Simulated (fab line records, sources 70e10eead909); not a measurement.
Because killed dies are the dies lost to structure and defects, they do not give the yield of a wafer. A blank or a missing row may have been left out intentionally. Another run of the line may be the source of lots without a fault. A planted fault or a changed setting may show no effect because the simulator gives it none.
Chamber matching    flow nandHarc    NHARC_A_BLC_DESCUM_15 on rieDiel-04: 4 sister chambers
The step chemistry O2, time 3 s. 4 wafers are shown with their chamber, then 7 later ones without.

## WAFERS PAIRED WITH THEIR CHAMBERS
wafer   chamber  showerheadPlenumPTorr (Torr)
L618.6  0        1.86
L628.2  3        1.97
L629.1  2        1.92
L629.3  1        1.82

## WAFERS WITH NO CHAMBER GIVEN
wafer   showerheadPlenumPTorr (Torr)
L629.6  1.97
L630.1  1.97
L630.3  1.92
L630.6  1.82
L637.4  1.85
L637.5  1.97
L637.6  1.85

## WHICH CHAMBER EACH ONE RAN IN
wafer   from the rows above  in truth
L629.6  3                    3
L630.1  3                    3
L630.3  2                    2
L630.6  1                    1
L637.4  0                    0
L637.5  3                    3
L637.6  0                    0
Correctly placed: 7 of 7. Can't be placed from these rows: 0. Wrongly placed: 0.
How it was worked out, from the rows above alone: a wafer's distance from a chamber is the root of the sum, over the readings, of the square of ((its reading less the chamber's mean) divided by the reading's scatter). The wafer belongs to the nearest chamber; if the next one is less than 2 further off, it can't be placed. A chamber's mean is the mean of its shown wafers. The scatter (one wafer shown for each chamber): square how far every hidden wafer sits from the nearest shown wafer, average those squares and take the square root.
